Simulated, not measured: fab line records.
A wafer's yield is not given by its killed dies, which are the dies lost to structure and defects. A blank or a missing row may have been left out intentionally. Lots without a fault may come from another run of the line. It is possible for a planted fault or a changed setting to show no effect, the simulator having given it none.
Check of tool commonality :: flow nand harc :: Sampled: 12 lots, 39 wafers

== WHY THIS WAS OPENED ==
At NHARC_P_GATE_CD_MEAS_91 the reading cd nm is flagged on 1 of 12 lots. Wafers without a fault read 1999.4 nm, standard deviation 2.2.
Rule: flag the lot when none of its wafers has a number, or when each of its wafers that has one lies beyond 4 standard deviations from that mean. The other lots count as sound.

lot: L723
measured: day 5 12:47
on: cd sem-03
cd nm (nm), wafer by wafer: 1995.3 2002.2 1998.7
flag: 

lot: L724
measured: day 6 01:44
on: cd sem-02
cd nm (nm), wafer by wafer: 2001.8 2001.5 2000.4
flag: 

lot: L725
measured: day 6 09:53
on: cd sem-02
cd nm (nm), wafer by wafer: 2002.7 2003.4 2000.0
flag: 

lot: L726
measured: day 6 19:53
on: cd sem-02
cd nm (nm), wafer by wafer: 1998.5 2001.4 2001.1
flag: 

lot: L727
measured: day 7 08:36
on: cd sem-02
cd nm (nm), wafer by wafer: 2000.5 1998.8 1999.3
flag: 

lot: L728
measured: day 7 18:19
on: cd sem-01
cd nm (nm), wafer by wafer: 2001.3 2000.1 2002.0
flag: 

lot: L729
measured: day 8 08:29
on: cd sem-02
cd nm (nm), wafer by wafer: 1998.7 1998.7 2000.3
flag: 

lot: L730
measured: day 8 15:59
on: cd sem-01
cd nm (nm), wafer by wafer: 1998.5 1997.3 2002.2
flag: 

lot: L731
measured: day 9 07:05
on: cd sem-03
cd nm (nm), wafer by wafer: 2005.4 1999.1 2002.0
flag: 

lot: L732
measured: day 9 18:10
on: cd sem-01
cd nm (nm), wafer by wafer: 1999.0 1997.3 1996.6
flag: 

lot: L733
measured: day 10 03:02
on: cd sem-02
cd nm (nm), wafer by wafer: 2001.0 2000.2 1998.8
flag: 

lot: L736
measured: day 11 23:05
on: cd sem-02
cd nm (nm), wafer by wafer: 2190.6 2190.8 2194.6 2190.7 2191.0 2194.8
flag: FLAGGED
Average over the flagged lots: 2192.1 nm; offset from the usual +192.7 nm, equal to +88 standard deviations.

== EACH LOT AND THE TOOL IT RAN ON ==
Before the reading, the record contains 3 process steps out of a 1302-step route. Read each cell as the tool, then ch plus the chambers that the sampled wafers visited, then the start.
lot: L723
flag: 
NHARC_P_GATE_ALD_36: ald sin-02 ch 2,3, day 4 20:44
NHARC_P_GATE_DESCUM_48: rie diel-09 ch 0,1,2, day 5 09:28
NHARC_P_GATE_EXPOSE_88: krf scanner-04 ch 0, day 5 12:38

lot: L724
flag: 
NHARC_P_GATE_ALD_36: ald sin-03 ch 0,1, day 5 12:39
NHARC_P_GATE_DESCUM_48: rie diel-05 ch 0,1,3, day 5 22:15
NHARC_P_GATE_EXPOSE_88: krf scanner-01 ch 0, day 6 01:34

lot: L725
flag: 
NHARC_P_GATE_ALD_36: ald sin-01 ch 1,2,3, day 5 20:02
NHARC_P_GATE_DESCUM_48: rie diel-09 ch 0,1,3, day 6 06:34
NHARC_P_GATE_EXPOSE_88: krf scanner-04 ch 0, day 6 09:43

lot: L726
flag: 
NHARC_P_GATE_ALD_36: ald sin-03 ch 0,2,3, day 6 06:05
NHARC_P_GATE_DESCUM_48: rie diel-05 ch 0,2,3, day 6 16:41
NHARC_P_GATE_EXPOSE_88: krf scanner-03 ch 0, day 6 19:44

lot: L727
flag: 
NHARC_P_GATE_ALD_36: ald sin-02 ch 0,1,3, day 6 20:06
NHARC_P_GATE_DESCUM_48: rie diel-05 ch 0,2, day 7 05:10
NHARC_P_GATE_EXPOSE_88: krf scanner-03 ch 0, day 7 08:26

lot: L728
flag: 
NHARC_P_GATE_ALD_36: ald sin-01 ch 0,3, day 7 02:28
NHARC_P_GATE_DESCUM_48: rie diel-09 ch 0,1,2, day 7 11:58
NHARC_P_GATE_EXPOSE_88: krf scanner-01 ch 0, day 7 18:10

lot: L729
flag: 
NHARC_P_GATE_ALD_36: ald sin-03 ch 0,1, day 7 19:31
NHARC_P_GATE_DESCUM_48: rie diel-05 ch 1,2,3, day 8 05:12
NHARC_P_GATE_EXPOSE_88: krf scanner-03 ch 0, day 8 08:20

lot: L730
flag: 
NHARC_P_GATE_ALD_36: ald sin-02 ch 0,1, day 8 02:13
NHARC_P_GATE_DESCUM_48: rie diel-05 ch 1,3, day 8 12:57
NHARC_P_GATE_EXPOSE_88: krf scanner-03 ch 0, day 8 15:50

lot: L731
flag: 
NHARC_P_GATE_ALD_36: ald sin-01 ch 2,3, day 8 14:55
NHARC_P_GATE_DESCUM_48: rie diel-09 ch 0,1,3, day 9 03:47
NHARC_P_GATE_EXPOSE_88: krf scanner-01 ch 0, day 9 06:56

lot: L732
flag: 
NHARC_P_GATE_ALD_36: ald sin-03 ch 0,1,2, day 9 05:19
NHARC_P_GATE_DESCUM_48: rie diel-10 ch 1,2,3, day 9 14:59
NHARC_P_GATE_EXPOSE_88: krf scanner-03 ch 0, day 9 18:01

lot: L733
flag: 
NHARC_P_GATE_ALD_36: ald sin-02 ch 0,1, day 9 13:08
NHARC_P_GATE_DESCUM_48: rie diel-10 ch 2,3, day 9 23:51
NHARC_P_GATE_EXPOSE_88: krf scanner-01 ch 0, day 10 02:53

lot: L736
flag: FLAGGED
NHARC_P_GATE_ALD_36: ald sin-03 ch 0,3, day 11 09:48
NHARC_P_GATE_DESCUM_48: rie diel-05 ch 0,1,3, day 11 19:53
NHARC_P_GATE_EXPOSE_88: krf scanner-01 ch 0, day 11 22:56
These steps, and what they do:
- NHARC_P_GATE_ALD_36: deposits SiNx, target thk 20 nm, pulse time 60 s, ald cycles 223.
- NHARC_P_GATE_DESCUM_48: chemistry O2, time 3 s.
- NHARC_P_GATE_EXPOSE_88: exposes mask P HVN, target cd 2000 nm.
- NHARC_P_GATE_CD_MEAS_91: target cd 2000 nm.

== FLAGGED OVER TOTAL, TOOL BY TOOL (the gauges that took the reading come last) ==
step: NHARC_P_GATE_ALD_36
tool: ald sin-01
lots run: 3
flagged: 0
share of the flagged lots: none
sound lots run after its first flagged lot: -

step: NHARC_P_GATE_ALD_36
tool: ald sin-02
lots run: 4
flagged: 0
share of the flagged lots: none
sound lots run after its first flagged lot: -

step: NHARC_P_GATE_ALD_36
tool: ald sin-03
lots run: 5
flagged: 1
share of the flagged lots: all
sound lots run after its first flagged lot: 0

step: NHARC_P_GATE_DESCUM_48
tool: rie diel-05
lots run: 6
flagged: 1
share of the flagged lots: all
sound lots run after its first flagged lot: 0

step: NHARC_P_GATE_DESCUM_48
tool: rie diel-09
lots run: 4
flagged: 0
share of the flagged lots: none
sound lots run after its first flagged lot: -

step: NHARC_P_GATE_DESCUM_48
tool: rie diel-10
lots run: 2
flagged: 0
share of the flagged lots: none
sound lots run after its first flagged lot: -

step: NHARC_P_GATE_EXPOSE_88
tool: krf scanner-01
lots run: 5
flagged: 1
share of the flagged lots: all
sound lots run after its first flagged lot: 0

step: NHARC_P_GATE_EXPOSE_88
tool: krf scanner-03
lots run: 5
flagged: 0
share of the flagged lots: none
sound lots run after its first flagged lot: -

step: NHARC_P_GATE_EXPOSE_88
tool: krf scanner-04
lots run: 2
flagged: 0
share of the flagged lots: none
sound lots run after its first flagged lot: -

step: NHARC_P_GATE_CD_MEAS_91
tool: cd sem-01
lots run: 3
flagged: 0
share of the flagged lots: none
sound lots run after its first flagged lot: -

step: NHARC_P_GATE_CD_MEAS_91
tool: cd sem-02
lots run: 7
flagged: 1
share of the flagged lots: all
sound lots run after its first flagged lot: 0

step: NHARC_P_GATE_CD_MEAS_91
tool: cd sem-03
lots run: 2
flagged: 0
share of the flagged lots: none
sound lots run after its first flagged lot: -

== WHAT THE TABLE PERMITS ==
4 rows of the table ran every flagged lot: ald sin-03 at NHARC_P_GATE_ALD_36, rie diel-05 at NHARC_P_GATE_DESCUM_48, krf scanner-01 at NHARC_P_GATE_EXPOSE_88, cd sem-02 at NHARC_P_GATE_CD_MEAS_91.
- ald sin-03 at NHARC_P_GATE_ALD_36: 1 of its 5 lots flagged. Its last sound lot is L732 (day 9 05:19), its first flagged lot L736 (day 11 09:48): a fault that began between those two fits.
- rie diel-05 at NHARC_P_GATE_DESCUM_48: 1 of its 6 lots flagged. Its last sound lot is L730 (day 8 12:57), its first flagged lot L736 (day 11 19:53): a fault that began between those two fits.
- krf scanner-01 at NHARC_P_GATE_EXPOSE_88: 1 of its 5 lots flagged. Its last sound lot is L733 (day 10 02:53), its first flagged lot L736 (day 11 22:56): a fault that began between those two fits.
- cd sem-02 at NHARC_P_GATE_CD_MEAS_91: 1 of its 7 lots flagged. Its last sound lot is L733 (day 10 03:02), its first flagged lot L736 (day 11 23:05): a fault that began between those two fits.
Because each of these 4 tools fits a fault that began at some hour, counting lots does not separate them. More lots, or a look at what each step does to the wafer, might.

== WHAT WAS PUT IN BY THE SIMULATOR ==
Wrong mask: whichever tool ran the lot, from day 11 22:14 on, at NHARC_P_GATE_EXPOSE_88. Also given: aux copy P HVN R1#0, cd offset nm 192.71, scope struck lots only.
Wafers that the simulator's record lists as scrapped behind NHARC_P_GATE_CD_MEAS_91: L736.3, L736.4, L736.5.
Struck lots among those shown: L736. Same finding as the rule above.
